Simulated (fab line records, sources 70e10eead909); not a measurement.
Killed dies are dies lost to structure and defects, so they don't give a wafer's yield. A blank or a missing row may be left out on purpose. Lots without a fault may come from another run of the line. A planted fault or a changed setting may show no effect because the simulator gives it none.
fab line records | flow nand_harc
record lots=19 wafers=57 last_day=33
route steps=1302 shown A_STAIRCASE@767
lots that met no fault: from a run of the same line without faults
start_h: hours from the record's first day to the start of the lot's first wafer shown | wait_h: hours since the lot's step before | " the same as in the row above | L1.1+2: a row that stands for several wafers | - no value, or no start given | * or withheld: withheld | < > ~ a bound
route shown NAME@n: a module of which the file shows steps, and the number in the route of the first | usual: mean/standard deviation of fault-free wafers | same: alike in all rows | chamber/n: place in a boat | sites: the reading at each site | _std_site: their standard deviation | _edge_site: outer sites' mean less inner sites' | radius_mm: how far each site lies from the wafer's centre | mask NAME#n: copy n | behind: the tool/chamber that last shaped the wafer | hold: why the lot was held/for how many hours/how that ended | device: the transistor (n, p or np) that didn't switch | end of line: the same wafers' tests at the end of the route | a step without rows: its recipe alone | killed: dies lost to structure and defects at the first sort, not the wafer's yield | map: a wafer's dies, x killed, . not, _ none there
set.NAME: the setting as run; set.NAME@STEP: as run at that earlier step | model.NAME: the simulator's own value behind a step, which no gauge read
steps of the route over a sample of lots; a table a step, a row a wafer
services: from which hour (start_h, from the record's first day; less than 0 if before it) a tool's chamber was out of use, for how many hours, and why
## steps
# step NHARC_A_STAIRCASE_ETCH_253
# recipe target_depth_a=500 time_s=20.2 ion_energy_ev=400 c4f8_flow_sccm=20 o2_flow_sccm=10 ar_flow_sccm=withheld rf_w=600 bias_w=1000 chemistry=C4F8/O2
# usual chamber_pressure_mTorr=25.000/0.024 oes_product_au=0.959/0.019 rf_vpp_V=892.2/2.9
# columns lot.wafer tool chamber start_h wait_h chamber_pressure_mTorr oes_product_au rf_hours_counter_h rf_vpp_V
L075.3 rie_diel-04 3 375.24 0.1 24.989 0.976 5 890.4
L075.2 " 0 " " 24.982 0.970 7 896.1
L075.5 " 0 " " 24.955 0.965 - 896.0
L074.2 rie_diel-04 0 375.88 0.1 25.022 0.953 7 896.4
L074.1 " 1 " " 24.961 0.959 7 895.6
L074.5 " 0 " " 24.981 0.951 - 894.5
L076.3 rie_diel-08 1 388.30 0.1 25.018 0.968 3 892.9
L076.5 " 0 " " 24.991 0.984 - 896.0
L076.6 " 1 " " 25.060 0.963 - 895.0
L079.1 rie_diel-04 2 424.81 0.1 24.998 0.955 14 890.2
L079.4 " 3 " " 25.013 0.950 16 889.1
L079.6 " 1 " " 24.979 0.941 - 892.6
L078.2 rie_diel-04 1 425.70 0.1 24.993 0.977 17 894.5
L078.3 " 0 " " 25.015 0.969 19 897.2
L078.5 " 1 " " 25.008 0.970 - 895.7
L080.2 rie_diel-04 2 444.47 0.1 25.027 0.926 23 890.4
L080.4 " 1 " " 25.005 0.923 26 894.9
L080.6 " 2 " " 25.000 0.936 - 888.0
L082.1 rie_diel-11 1 445.13 0.1 25.019 0.953 1 895.2
L082.3 " 3 " " 25.018 0.981 2 893.5
L082.6 " 2 " " 24.975 0.955 - 889.7
L086.1 rie_diel-08 1 473.09 0.1 24.961 0.951 36 894.6
L086.2 " 2 " " 25.028 0.972 33 895.7
L086.5 " 3 " " 25.000 0.990 - 888.5
L084.2 rie_diel-04 0 473.31 0.1 24.999 0.986 32 897.5
L084.6 " 3 " " 24.976 0.970 - 888.4
L084.5 " 0 " " 24.998 0.981 - 895.7
L087.4 rie_diel-11 2 483.73 0.1 24.993 0.960 18 890.4
L087.6 " 0 " " 24.987 0.976 - 895.3
L087.5 " 1 " " 24.943 0.966 - 892.1
L089.3 rie_diel-08 3 516.75 0.1 24.971 0.977 45 888.6
L089.1 " 0 " " 24.954 0.973 49 895.1
L089.2 " 2 " " 25.009 0.955 48 893.3
L090.1 rie_diel-04 2 517.15 0.1 24.985 0.965 42 889.5
L090.4 " 0 " " 24.997 0.986 44 895.4
L090.5 " 2 " " 24.994 0.964 - 889.0
L088.2 rie_diel-08 3 518.06 0.1 25.043 0.973 45 888.7
L088.5 " 0 " " 25.000 0.959 - 895.1
L088.6 " 1 " " 24.993 0.954 - 893.9
L091.4 rie_diel-11 2 544.07 0.1 25.006 0.949 44 888.8
L091.2 " 1 " " 25.015 0.959 35 891.4
L091.5 " 2 " " 24.993 0.950 - 888.9
L093.2 rie_diel-11 2 553.97 0.1 24.957 0.977 47 890.3
L093.1 " 0 " " 24.984 0.960 41 895.5
L093.5 " 2 " " 25.024 0.974 - 887.7
L094.1 rie_diel-11 1 564.70 0.1 25.041 0.919 43 892.5
L094.2 " 2 " " 24.969 0.922 50 889.3
L094.5 " 2 " " 24.989 0.929 - 887.6
L095.1 rie_diel-04 3 578.11 0.1 24.971 0.967 11 889.0
L095.2 " 1 " " 25.016 0.988 9 892.7
L095.5 " 3 " " 24.997 0.958 - 888.6
L097.3 rie_diel-04 1 589.17 0.2 25.013 0.957 14 894.3
L097.1 " 0 " " 25.012 0.959 14 895.6
L097.6 " 2 " " 24.949 0.949 - 887.9
L096.3 rie_diel-08 0 593.18 0.1 25.000 0.941 13 893.7
L096.6 " 3 " " 25.019 0.961 - 889.6
L096.5 " 0 " " 25.001 0.933 - 894.9
# step NHARC_A_STAIRCASE_HM_OPEN_460
# recipe o2_flow_sccm=400 cos_flow_sccm=20 ar_flow_sccm=0 rf_w=500 bias_w=300 chemistry=O2/COS
# usual chamber_pressure_mTorr=20.000/0.02 drypump_motor_current_A=5.9/0.46 oes_product_au=1.000/0.0093 rf_vpp_V=465.3/1.6 showerhead_plenum_p_Torr=3.04/0.064 throttle_valve_pct=28.330/0.0095
# columns lot.wafer tool chamber start_h wait_h chamber_pressure_mTorr drypump_motor_current_A oes_product_au rf_hours_counter_h rf_vpp_V showerhead_plenum_p_Torr throttle_valve_pct
L075.2 rie_diel-11 3 - - 19.993 5.9 1.006 40 464.1 3.04 28.330
L075.3 " 0 " " 20.016 5.5 0.994 39 466.8 3.13 28.336
L075.5 " 3 " " 19.998 5.9 0.998 - 467.0 3.04 28.327
L074.1 rie_diel-04 2 - - 20.032 6.7 1.000 7 463.6 2.97 28.323
L074.2 " 3 " " 20.012 5.6 0.998 7 463.3 2.96 28.321
L074.5 " 0 " " 20.016 6.5 1.003 - 467.5 3.13 28.323
L076.3 rie_diel-11 1 - - 19.999 5.8 1.008 42 466.6 3.06 28.334
L076.5 " 2 " " 20.019 6.4 1.005 - 463.5 2.99 28.329
L076.6 " 3 " " 20.001 5.9 0.993 - 465.0 3.04 28.329
L079.4 rie_diel-11 1 - - 20.020 5.8 0.993 0 466.3 3.06 28.307
L079.1 " 2 " " 20.008 6.4 0.999 0 463.7 2.98 28.327
L079.6 " 1 " " 20.003 5.8 0.979 - 466.4 3.06 28.323
L078.2 rie_diel-11 2 - - 20.021 6.4 0.997 1 464.5 2.98 28.336
L078.3 " 0 " " 19.970 5.5 0.990 1 467.1 3.13 28.334
L078.5 " 3 " " 19.988 5.9 1.005 - 464.4 3.04 28.334
L080.2 rie_diel-08 2 - - 19.979 5.9 0.992 26 466.4 3.08 28.322
L080.4 " 3 " " 19.987 6.1 1.020 24 463.6 2.94 28.332
L080.6 " 2 " " 20.013 5.9 0.993 - 465.7 3.08 28.332
L082.1 rie_diel-11 2 - - 19.991 6.4 0.999 11 464.9 2.98 28.342
L082.3 " 0 " " 20.002 5.5 1.001 6 467.2 3.12 28.326
L082.6 " 2 " " 20.015 6.4 0.981 - 463.9 2.98 28.356
L086.2 rie_diel-08 3 - - 19.993 6.1 1.002 33 462.9 2.94 28.344
L086.1 " 0 " " 20.007 5.3 0.992 36 467.7 3.10 28.330
L086.5 " 1 " " 19.996 4.8 0.985 - 465.8 3.06 28.325
L084.2 rie_diel-11 3 - - 19.971 5.9 0.999 19 466.3 3.03 28.344
L084.5 " 1 " " 20.003 5.8 0.997 - 466.1 3.05 28.342
L084.6 " 2 " " 20.017 6.4 0.993 - 464.1 2.98 28.328
L087.4 rie_diel-08 2 - - 19.973 5.9 1.002 42 466.6 3.07 28.330
L087.6 " 3 " " 19.992 6.1 1.029 - 462.7 2.94 28.331
L087.5 " 0 " " 20.044 5.3 1.011 - 467.1 3.10 28.335
L088.2 rie_diel-11 0 - - 19.962 5.5 1.003 34 466.9 3.11 28.352
L088.6 " 0 " " 19.957 5.5 1.001 - 467.4 3.11 28.340
L088.5 " 1 " " 20.035 5.8 0.990 - 465.1 3.04 28.326
L090.4 rie_diel-08 0 - - 20.008 5.3 0.994 55 467.1 3.10 28.325
L090.1 " 1 " " 20.009 4.8 0.997 60 466.3 3.05 28.322
L090.5 " 3 " " 20.005 6.2 1.025 - 462.3 2.93 28.322
L089.2 rie_diel-08 3 - - 19.993 6.1 1.010 50 461.7 2.93 28.315
L089.1 " 0 " " 20.022 5.3 1.002 55 466.5 3.10 28.330
L089.3 " 2 " " 19.927 5.9 1.003 55 466.6 3.07 28.339
L091.4 rie_diel-08 0 - - 19.995 5.3 1.017 0 466.3 3.09 28.329
L091.2 " 1 " " 20.006 4.8 0.993 0 466.1 3.05 28.322
L091.5 " 0 " " 19.998 5.3 1.019 - 466.4 3.09 28.332
L093.2 rie_diel-11 0 - - 20.013 5.5 1.016 45 466.8 3.10 28.332
L093.1 " 2 " " 19.998 6.4 1.003 51 462.7 2.96 28.339
L093.5 " 0 " " 20.006 5.5 1.008 - 466.3 3.10 28.330
L094.2 rie_diel-04 1 - - 19.976 5.8 1.000 10 466.3 3.07 28.329
L094.1 " 3 " " 19.974 5.6 0.989 12 462.7 2.94 28.326
L094.5 " 1 " " 20.001 5.8 1.007 - 465.6 3.07 28.318
L095.2 rie_diel-11 1 - - 20.009 5.9 0.997 51 465.7 3.04 28.327
L095.1 " 2 " " 20.022 6.4 1.009 60 462.0 2.96 28.348
L095.5 " 0 " " 20.006 5.5 1.017 - 466.9 3.10 28.329
L097.1 rie_diel-08 1 - - 20.025 4.8 0.994 14 466.0 3.04 28.318
L097.3 " 2 " " 19.994 5.9 0.988 15 464.7 3.06 28.348
L097.6 " 0 " " 20.010 5.3 1.007 - 465.1 3.09 28.333
L096.3 rie_diel-04 0 - - 20.016 6.5 0.992 18 466.1 3.11 28.336
L096.6 " 0 " " 20.025 6.5 0.997 - 467.5 3.11 28.335
L096.5 " 1 " " 20.036 5.8 1.006 - 466.0 3.07 28.318
# step NHARC_A_STAIRCASE_ETCH_294
# recipe target_depth_a=49890 time_s=1211.6 ion_energy_ev=800 c4f8_flow_sccm=80 o2_flow_sccm=60 ar_flow_sccm=withheld rf_w=600 bias_w=3000 chemistry=C4F8/O2/Ar
# usual chamber_pressure_mTorr=25.004/0.021 oes_product_au=0.932/0.011 rf_vpp_V=1820/5.3
# columns lot.wafer tool chamber start_h wait_h chamber_pressure_mTorr oes_product_au rf_hours_counter_h rf_vpp_V
L075.3 rie_diel-11 1 - - 25.000 0.940 39 1823
L075.2 " 0 " " 24.972 0.927 40 1827
L075.5 " 2 " " 25.000 0.928 - 1815
L074.2 rie_diel-04 1 - - 25.011 0.923 10 1825
L074.1 " 0 " " 25.026 0.935 10 1826
L074.5 " 1 " " 24.998 0.920 - 1825
L076.3 rie_diel-11 3 - - 25.047 0.939 44 1821
L076.6 " 0 " " 25.016 0.929 - 1829
L076.5 " 1 " " 25.014 0.944 - 1822
L079.4 rie_diel-11 2 - - 25.022 0.925 1 1816
L079.1 " 3 " " 25.011 0.926 1 1821
L079.6 " 3 " " 24.990 0.918 - 1818
L078.2 rie_diel-11 3 - - 24.996 0.921 1 1819
L078.3 " 0 " " 25.032 0.922 1 1828
L078.5 " 0 " " 25.032 0.920 - 1828
L080.4 rie_diel-08 3 - - 25.010 0.948 24 1810
L080.2 " 0 " " 25.047 0.923 27 1826
L080.6 " 2 " " 24.998 0.928 - 1824
L082.3 rie_diel-11 1 - - 24.967 0.906 9 1822
L082.1 " 2 " " 24.980 0.914 11 1814
L082.6 " 0 " " 24.981 0.921 - 1826
L086.1 rie_diel-08 3 - - 25.005 0.948 33 1811
L086.2 " 0 " " 25.034 0.947 37 1824
L086.5 " 2 " " 24.971 0.930 - 1824
L084.2 rie_diel-11 0 - - 24.998 0.955 17 1825
L084.5 " 2 " " 25.042 0.933 - 1815
L084.6 " 3 " " 25.013 0.947 - 1819
L087.4 rie_diel-08 3 - - 25.009 0.952 39 1811
L087.6 " 3 " " 24.991 0.957 - 1812
L087.5 " 0 " " 25.015 0.952 - 1826
L090.4 rie_diel-08 1 - - 24.969 0.925 60 1821
L090.1 " 0 " " 24.973 0.932 55 1825
L090.5 " 2 " " 24.994 0.926 - 1822
L088.2 rie_diel-11 1 - - 24.974 0.925 33 1819
L088.5 " 2 " " 25.014 0.930 - 1814
L088.6 " 3 " " 25.039 0.954 - 1818
L089.3 rie_diel-08 3 - - 25.004 0.941 51 1811
L089.2 " 0 " " 24.972 0.923 56 1824
L089.1 " 2 " " 25.015 0.926 56 1821
L091.2 rie_diel-08 3 - - 24.988 0.942 0 1810
L091.4 " 1 " " 25.000 0.951 0 1820
L091.5 " 0 " " 25.003 0.957 - 1824
L093.2 rie_diel-11 0 - - 25.017 0.933 45 1825
L093.1 " 3 " " 25.000 0.940 47 1819
L093.5 " 0 " " 25.035 0.935 - 1826
L094.1 rie_diel-04 1 - - 25.017 0.935 11 1823
L094.2 " 2 " " 25.015 0.918 12 1812
L094.5 " 3 " " 25.023 0.921 - 1812
L095.2 rie_diel-11 2 - - 25.023 0.924 60 1813
L095.1 " 0 " " 25.010 0.922 52 1826
L095.5 " 3 " " 24.981 0.926 - 1817
L097.1 rie_diel-08 0 - - 25.012 0.930 15 1824
L097.3 " 2 " " 25.010 0.921 16 1821
L097.6 " 0 " " 25.015 0.938 - 1823
L096.3 rie_diel-04 1 - - 25.028 0.928 19 1823
L096.5 " 1 " " 24.996 0.929 - 1821
L096.6 " 2 " " 25.047 0.909 - 1813
# step NHARC_A_STAIRCASE_STRIP_295
# recipe o2_flow_sccm=500 ar_flow_sccm=0 bias_w=0 chemistry=O2
# usual chamber_pressure_mTorr=59.99/0.057 drypump_motor_current_A=5.8/0.48 oes_product_au=0.998/0.009 rf_vpp_V=57.7/0.84 showerhead_plenum_p_Torr=3.44/0.07 throttle_valve_pct=17.036/0.0087
# columns lot.wafer tool chamber start_h wait_h chamber_pressure_mTorr drypump_motor_current_A oes_product_au rf_hours_counter_h rf_vpp_V showerhead_plenum_p_Torr throttle_valve_pct
L075.2 rie_diel-11 0 - - 59.94 5.5 0.998 40 57.1 3.54 17.032
L075.3 " 1 " " 60.02 5.9 1.004 39 58.1 3.46 17.045
L075.5 " 2 " " 60.07 6.4 0.998 - 57.0 3.38 17.046
L074.2 rie_diel-04 2 - - 60.16 6.6 0.999 8 57.5 3.36 17.042
L074.1 " 3 " " 59.88 5.6 0.993 7 56.9 3.35 17.023
L074.5 " 1 " " 59.96 5.9 0.997 - 56.4 3.50 17.028
L076.3 rie_diel-11 3 - - 60.05 5.9 0.998 44 56.3 3.44 17.036
L076.6 " 0 " " 60.01 5.5 0.999 - 58.1 3.54 17.034
L076.5 " 1 " " 59.97 5.9 1.007 - 57.9 3.46 17.042
L079.4 rie_diel-11 0 - - 59.95 5.5 0.993 1 57.7 3.53 17.017
L079.1 " 1 " " 60.02 5.8 0.985 1 58.0 3.46 17.048
L079.6 " 3 " " 60.03 5.9 0.994 - 57.3 3.43 17.047
L078.2 rie_diel-11 3 - - 59.98 5.9 0.987 2 58.8 3.43 17.029
L078.3 " 2 " " 60.01 6.4 0.983 2 56.7 3.38 17.021
L078.5 " 0 " " 59.93 5.5 0.993 - 57.8 3.53 17.025
L080.2 rie_diel-08 3 - - 59.96 6.2 1.025 24 57.3 3.33 17.027
L080.4 " 0 " " 59.97 5.3 0.989 27 58.6 3.51 17.047
L080.6 " 2 " " 60.13 6.0 1.004 - 56.5 3.48 17.039
L082.3 rie_diel-11 0 - - 60.01 5.5 0.986 7 58.1 3.53 17.050
L082.1 " 1 " " 59.95 5.8 0.989 9 57.2 3.45 17.039
L082.6 " 0 " " 59.99 5.5 0.979 - 58.6 3.53 17.040
L086.2 rie_diel-08 0 - - 60.04 5.3 0.998 37 58.2 3.51 17.043
L086.1 " 3 " " 59.97 6.2 1.006 33 58.4 3.32 17.033
L086.5 " 0 " " 59.98 5.3 1.004 - 57.8 3.51 17.040
L084.2 rie_diel-11 3 - - 59.91 5.9 0.999 19 58.5 3.42 17.039
L084.6 " 3 " " 60.07 5.9 1.003 - 58.2 3.42 17.033
L084.5 " 0 " " 60.01 5.5 0.995 - 56.9 3.52 17.047
L087.4 rie_diel-08 1 - - 59.94 4.8 0.987 43 58.5 3.46 17.040
L087.5 " 2 " " 59.98 5.9 0.997 - 56.7 3.47 17.050
L087.6 " 3 " " 59.99 6.1 1.014 - 58.4 3.32 17.036
L088.2 rie_diel-11 2 - - 59.91 6.4 0.988 42 58.9 3.35 17.026
L088.5 " 3 " " 59.96 5.9 0.998 - 58.3 3.41 17.021
L088.6 " 0 " " 60.06 5.5 1.002 - 60.0 3.51 17.041
L090.4 rie_diel-08 1 - - 59.99 4.8 0.988 61 57.2 3.45 17.040
L090.1 " 0 " " 59.98 5.3 0.993 56 57.5 3.50 17.048
L090.5 " 1 " " 60.02 4.8 0.989 - 58.9 3.45 17.031
L089.2 rie_diel-08 3 - - 59.98 6.2 1.014 51 57.1 3.31 17.031
L089.3 " 0 " " 60.03 5.3 0.995 56 56.8 3.50 17.018
L089.1 " 1 " " 59.99 4.8 0.995 61 57.8 3.45 17.057
L091.4 rie_diel-08 3 - - 59.87 6.2 0.994 1 58.3 3.31 17.032
L091.2 " 0 " " 60.13 5.3 1.008 1 57.7 3.50 17.042
L091.5 " 0 " " 59.93 5.3 1.021 - 58.9 3.50 17.021
L093.1 rie_diel-11 1 - - 59.88 5.8 0.990 44 58.1 3.43 17.026
L093.2 " 3 " " 60.00 5.9 1.002 47 57.9 3.41 17.035
L093.5 " 2 " " 59.92 6.4 0.996 - 56.5 3.35 17.033
L094.1 rie_diel-04 2 - - 60.03 6.7 0.988 12 57.5 3.34 17.040
L094.2 " 3 " " 59.99 5.6 0.986 13 57.7 3.32 17.047
L094.5 " 1 " " 59.93 5.9 1.006 - 56.5 3.47 17.044
L095.2 rie_diel-11 2 - - 59.98 6.4 0.997 61 57.6 3.34 17.023
L095.1 " 0 " " 60.00 5.5 1.005 52 57.9 3.50 17.022
L095.5 " 2 " " 59.97 6.4 0.997 - 57.9 3.34 17.040
L097.3 rie_diel-08 2 - - 60.00 6.0 1.003 16 59.4 3.45 17.032
L097.1 " 1 " " 60.06 4.8 0.985 15 58.7 3.44 17.032
L097.6 " 3 " " 60.04 6.1 0.996 - 56.7 3.30 17.023
L096.3 rie_diel-04 3 - - 59.94 5.6 0.987 19 58.1 3.32 17.030
L096.6 " 0 " " 60.10 6.5 1.003 - 57.2 3.51 17.043
L096.5 " 1 " " 60.03 5.8 1.008 - 58.9 3.46 17.041
# step NHARC_A_STAIRCASE_HM_OPEN_463
# recipe o2_flow_sccm=400 cos_flow_sccm=20 ar_flow_sccm=0 rf_w=500 bias_w=300 chemistry=O2/COS
# usual chamber_pressure_mTorr=20.001/0.019 drypump_motor_current_A=5.9/0.48 oes_product_au=1.000/0.0086 rf_vpp_V=465.2/1.6 showerhead_plenum_p_Torr=3.03/0.068 throttle_valve_pct=28.330/0.0086
# columns lot.wafer tool chamber start_h wait_h chamber_pressure_mTorr drypump_motor_current_A oes_product_au rf_hours_counter_h rf_vpp_V showerhead_plenum_p_Torr throttle_valve_pct
L075.3 rie_diel-11 0 - - 19.951 5.5 0.994 42 468.1 3.13 28.335
L075.2 " 3 " " 19.989 5.9 0.995 42 465.3 3.04 28.336
L075.5 " 2 " " 19.991 6.4 1.001 - 463.4 2.99 28.326
L074.1 rie_diel-11 0 - - 19.994 5.5 0.995 43 465.6 3.13 28.336
L074.2 " 1 " " 20.002 5.8 0.999 41 465.2 3.06 28.333
L074.5 " 0 " " 20.015 5.5 0.992 - 466.9 3.13 28.315
L076.3 rie_diel-04 0 - - 20.033 6.5 1.007 16 466.6 3.13 28.332
L076.5 " 0 " " 20.006 6.5 1.013 - 466.5 3.13 28.319
L076.6 " 1 " " 19.998 5.8 1.000 - 466.5 3.09 28.331
L079.4 rie_diel-11 1 - - 20.016 5.8 0.998 2 465.4 3.06 28.326
L079.1 " 3 " " 20.007 5.9 0.989 2 465.3 3.04 28.344
L079.6 " 2 " " 19.983 6.4 1.001 - 464.2 2.98 28.339
L078.3 rie_diel-04 0 - - 19.968 6.4 1.010 25 467.6 3.13 28.332
L078.2 " 1 " " 20.001 5.8 1.006 26 466.8 3.09 28.326
L078.5 " 1 " " 19.982 5.8 1.005 - 467.4 3.09 28.337
L080.4 rie_diel-11 3 - - 19.977 5.9 0.993 9 464.4 3.03 28.326
L080.2 " 2 " " 19.988 6.4 0.996 11 463.7 2.98 28.322
L080.6 " 0 " " 19.987 5.5 0.987 - 468.4 3.12 28.345
L082.1 rie_diel-11 1 - - 20.019 5.9 0.995 10 465.9 3.05 28.334
L082.3 " 3 " " 19.983 5.9 1.000 11 465.1 3.03 28.335
L082.6 " 0 " " 20.039 5.5 0.992 - 467.3 3.12 28.323
L086.1 rie_diel-11 3 - - 20.011 5.9 0.990 20 465.4 3.03 28.335
L086.2 " 1 " " 19.992 5.9 0.987 18 466.7 3.05 28.328
L086.5 " 3 " " 20.000 5.9 1.000 - 464.6 3.03 28.339
L084.2 rie_diel-08 3 - - 19.994 6.2 1.018 37 462.5 2.94 28.356
L084.5 " 2 " " 20.030 5.9 1.004 - 464.8 3.07 28.333
L084.6 " 3 " " 19.985 6.2 1.012 - 462.7 2.94 28.343
L087.4 rie_diel-04 2 - - 20.001 6.7 1.009 39 463.5 2.96 28.337
L087.5 " 3 " " 19.999 5.6 0.990 - 463.1 2.95 28.328
L087.6 " 0 " " 19.979 6.5 0.995 - 467.7 3.12 28.333
L088.2 rie_diel-08 1 - - 20.006 4.8 0.994 62 466.0 3.05 28.333
L088.6 " 3 " " 20.025 6.1 1.028 - 462.5 2.93 28.337
L088.5 " 0 " " 20.000 5.3 1.000 - 467.6 3.09 28.320
L090.1 rie_diel-08 1 - - 20.006 4.8 0.996 62 466.4 3.05 28.343
L090.4 " 2 " " 20.026 5.9 0.992 57 467.4 3.06 28.324
L090.5 " 1 " " 19.985 4.8 0.997 - 465.5 3.05 28.323
L089.1 rie_diel-11 1 - - 20.028 5.9 1.006 34 465.2 3.04 28.305
L089.3 " 2 " " 19.998 6.4 1.000 43 465.5 2.97 28.323
L089.2 " 0 " " 19.995 5.5 0.998 35 467.5 3.11 28.321
L091.2 rie_diel-04 3 - - 20.009 5.6 1.000 8 463.4 2.94 28.334
L091.4 " 1 " " 20.035 5.9 1.011 6 465.4 3.07 28.334
L091.5 " 2 " " 19.986 6.7 0.985 - 463.1 2.95 28.339
L093.2 rie_diel-04 3 - - 20.002 5.6 0.996 11 463.0 2.94 28.319
L093.1 " 0 " " 19.986 6.4 1.000 10 468.0 3.11 28.336
L093.5 " 3 " " 20.016 5.6 0.984 - 465.8 2.94 28.319
L094.1 rie_diel-04 3 - - 20.011 5.6 0.999 15 464.0 2.94 28.329
L094.2 " 1 " " 20.037 5.9 1.010 14 465.6 3.07 28.333
L094.5 " 2 " " 20.023 6.6 1.003 - 462.8 2.95 28.333
L095.1 rie_diel-04 2 - - 19.981 6.7 0.987 17 465.2 2.95 28.320
L095.2 " 3 " " 19.980 5.6 0.988 17 463.6 2.94 28.319
L095.5 " 2 " " 20.001 6.7 0.995 - 464.0 2.95 28.333
L097.1 rie_diel-04 0 - - 20.014 6.5 1.000 19 466.8 3.11 28.314
L097.3 " 1 " " 19.970 5.9 1.007 19 466.2 3.06 28.329
L097.6 " 2 " " 19.996 6.7 0.986 - 463.5 2.95 28.328
L096.3 rie_diel-08 0 - - 20.013 5.3 1.016 19 465.8 3.08 28.335
L096.6 " 0 " " 19.997 5.3 1.019 - 466.2 3.08 28.320
L096.5 " 1 " " 20.010 4.8 1.002 - 465.3 3.04 28.327
# step NHARC_A_STAIRCASE_STRIP_316
# recipe o2_flow_sccm=500 ar_flow_sccm=0 bias_w=0 chemistry=O2
# usual chamber_pressure_mTorr=59.99/0.058 drypump_motor_current_A=5.9/0.47 oes_product_au=1.001/0.0087 rf_vpp_V=57.6/0.77 showerhead_plenum_p_Torr=3.43/0.075 throttle_valve_pct=17.036/0.009
# columns lot.wafer tool chamber start_h wait_h chamber_pressure_mTorr drypump_motor_current_A oes_product_au rf_hours_counter_h rf_vpp_V showerhead_plenum_p_Torr throttle_valve_pct
L075.2 rie_diel-11 3 - - 59.89 5.9 1.000 43 57.0 3.44 17.037
L075.3 " 2 " " 59.90 6.4 1.000 42 58.4 3.38 17.010
L075.5 " 2 " " 59.98 6.4 1.024 - 58.3 3.38 17.021
L074.1 rie_diel-11 2 - - 59.99 6.4 1.006 43 57.5 3.38 17.037
L074.2 " 3 " " 60.03 5.9 1.000 43 57.7 3.44 17.030
L074.5 " 3 " " 60.03 5.9 1.003 - 57.2 3.44 17.029
L076.3 rie_diel-04 0 - - 59.98 6.5 1.005 16 57.0 3.54 17.039
L076.5 " 1 " " 59.94 5.8 1.001 - 57.8 3.50 17.034
L076.6 " 2 " " 60.01 6.7 1.005 - 58.2 3.36 17.041
L079.4 rie_diel-11 2 - - 59.98 6.4 0.999 2 57.6 3.37 17.028
L079.1 " 0 " " 59.97 5.5 0.990 2 57.5 3.53 17.031
L079.6 " 2 " " 60.00 6.4 0.996 - 57.2 3.37 17.045
L078.3 rie_diel-04 1 - - 59.88 5.9 0.996 27 57.7 3.49 17.042
L078.2 " 3 " " 60.02 5.6 0.996 22 57.1 3.34 17.026
L078.5 " 0 " " 60.05 6.5 1.011 - 57.0 3.53 17.049
L080.2 rie_diel-11 3 - - 60.10 5.9 0.994 10 58.0 3.43 17.024
L080.4 " 0 " " 59.94 5.5 0.991 8 58.5 3.53 17.025
L080.6 " 1 " " 59.86 5.8 0.990 - 57.7 3.45 17.042
L082.3 rie_diel-11 0 - - 59.97 5.5 0.997 9 59.2 3.53 17.015
L082.1 " 1 " " 59.94 5.9 0.992 11 57.1 3.45 17.032
L082.6 " 2 " " 60.00 6.4 0.998 - 57.2 3.37 17.048
L086.1 rie_diel-11 2 - - 59.99 6.4 0.997 20 56.7 3.36 17.030
L086.2 " 3 " " 60.03 5.9 1.002 20 57.4 3.42 17.029
L086.5 " 0 " " 60.03 5.5 1.010 - 59.2 3.52 17.039
L084.2 rie_diel-08 2 - - 60.05 5.9 0.988 41 57.9 3.47 17.023
L084.6 " 2 " " 60.00 5.9 0.998 - 57.5 3.47 17.047
L084.5 " 3 " " 60.07 6.1 1.013 - 56.5 3.32 17.022
L087.4 rie_diel-04 3 - - 59.95 5.6 1.004 36 56.9 3.33 17.041
L087.5 " 0 " " 60.05 6.5 0.998 - 56.6 3.52 17.014
L087.6 " 1 " " 59.93 5.8 0.995 - 58.2 3.48 17.031
L088.2 rie_diel-08 2 - - 59.90 5.9 0.992 57 59.3 3.46 17.044
L088.6 " 2 " " 59.96 5.9 0.991 - 58.8 3.46 17.025
L088.5 " 3 " " 59.99 6.2 1.014 - 57.5 3.31 17.041
L089.3 rie_diel-11 1 - - 60.11 5.8 1.004 34 58.0 3.44 17.046
L089.1 " 2 " " 60.07 6.4 1.001 43 57.3 3.35 17.038
L089.2 " 3 " " 60.07 5.9 1.013 39 59.1 3.41 17.048
L090.1 rie_diel-08 3 - - 60.00 6.1 1.010 53 57.3 3.31 17.052
L090.4 " 0 " " 59.99 5.3 1.003 58 57.6 3.50 17.038
L090.5 " 0 " " 60.03 5.3 1.017 - 57.6 3.50 17.046
L091.4 rie_diel-04 0 - - 60.07 6.5 0.998 7 58.9 3.52 17.036
L091.2 " 3 " " 60.02 5.6 0.987 8 56.8 3.32 17.033
L091.5 " 1 " " 60.01 5.8 1.005 - 58.6 3.47 17.030
L093.1 rie_diel-04 2 - - 59.88 6.7 1.003 11 57.7 3.34 17.032
L093.2 " 0 " " 59.95 6.5 1.000 10 57.9 3.52 17.033
L093.5 " 2 " " 59.97 6.7 0.992 - 56.3 3.34 17.031
L094.1 rie_diel-04 0 - - 60.07 6.5 1.007 14 59.9 3.51 17.032
L094.2 " 1 " " 60.06 5.8 1.011 14 57.4 3.47 17.040
L094.5 " 3 " " 60.03 5.6 1.002 - 58.3 3.32 17.032
L095.1 rie_diel-04 3 - - 60.04 5.6 0.982 18 58.4 3.32 17.037
L095.2 " 0 " " 59.98 6.5 1.002 17 56.9 3.51 17.045
L095.5 " 3 " " 60.00 5.6 0.999 - 57.2 3.32 17.041
L097.1 rie_diel-04 0 - - 59.85 6.5 1.002 19 59.0 3.51 17.042
L097.3 " 3 " " 59.98 5.6 0.991 20 56.6 3.32 17.048
L097.6 " 0 " " 60.04 6.5 1.000 - 58.1 3.51 17.036
L096.3 rie_diel-08 2 - - 59.93 5.9 1.002 20 57.5 3.45 17.036
L096.5 " 3 " " 60.00 6.2 0.998 - 56.7 3.30 17.034
L096.6 " 0 " " 59.99 5.3 1.023 - 57.7 3.49 17.048
## services
# columns tool chamber start_h hours kind
rie_diel-04 - 354.90 9.0 pm
rie_diel-11 0 363.01 - clean
rie_diel-11 1 363.01 - clean
rie_diel-11 2 363.01 - clean
rie_diel-11 3 363.01 - clean
rie_diel-08 - 368.68 9.0 pm
rie_diel-11 3 384.84 1.2 repair
rie_diel-11 0 387.54 - clean
rie_diel-11 1 387.54 - clean
rie_diel-11 2 387.54 - clean
rie_diel-11 3 387.54 - clean
rie_diel-11 0 412.04 - clean
rie_diel-11 1 412.04 - clean
rie_diel-11 2 412.04 - clean
rie_diel-11 3 412.04 - clean
rie_diel-11 1 420.84 8.0 repair
rie_diel-11 - 432.52 9.0 pm
rie_diel-11 0 432.52 9.0 vent_cycle
rie_diel-11 1 496.97 9.3 repair
rie_diel-04 0 529.96 2.8 repair
rie_diel-04 - 534.62 9.0 pm
rie_diel-08 - 545.68 9.0 pm
rie_diel-04 1 589.77 1.6 repair
rie_diel-11 - 609.52 9.0 pm
## key
fault none
